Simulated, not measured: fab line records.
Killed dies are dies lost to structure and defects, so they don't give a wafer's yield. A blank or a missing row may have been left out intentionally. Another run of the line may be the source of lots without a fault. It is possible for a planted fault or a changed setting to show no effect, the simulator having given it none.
Matching of chambers ; flow n5_finfet ; uv_cure-02 running N5_BEOL_M8_CURE_75: 3 sister chambers
The step cures SiCOH lowk, time 120 s. 6 wafers are shown with their chamber, then 7 later ones without.

## EACH WAFER AND ITS CHAMBER
wafer;chamber;wafer_temp_C_max;lamp_power_pct (%)
L076.4;2;371.4;52.30
L076.5;2;371.2;52.39
L088.5;1;373.2;52.31
L088.6;1;373.2;52.31
L094.2;0;371.1;52.26
L094.3;0;372.0;52.21

## WAFERS WITH NO CHAMBER GIVEN
wafer;wafer_temp_C_max;lamp_power_pct (%)
L094.6;371.6;52.29
L090.1;372.4;52.37
L090.2;372.7;52.30
L090.6;372.7;52.38
L092.1;371.9;52.27
L092.3;371.2;52.28
L092.6;372.1;52.34

## WHICH CHAMBER EACH WENT THROUGH
wafer;from the rows above;in truth
L094.6;can't be placed: 0 or 2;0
L090.1;can't be placed: 1 or 2 or 0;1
L090.2;1;1
L090.6;can't be placed: 1 or 2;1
L092.1;can't be placed: 0 or 2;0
L092.3;can't be placed: 0 or 2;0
L092.6;can't be placed: 2 or 0 or 1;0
Correct placement for 1 of the 7. Not placeable from these rows: 6 (in 6, the candidates include the true chamber). Wrongly placed: 0.
How it was worked out, from the rows above alone: a wafer's distance from a chamber is the root of the sum, over the readings, of the square of ((its reading less the chamber's mean) divided by the reading's scatter). The wafer belongs to the nearest chamber; if the next one is less than 2 further off, it can't be placed. For every chamber, the mean is computed from those of its wafers that are shown. The scatter is the square root of a quotient: the sum, over the shown wafers, of each reading's squared deviation from its chamber's mean, divided by wafers minus chambers.
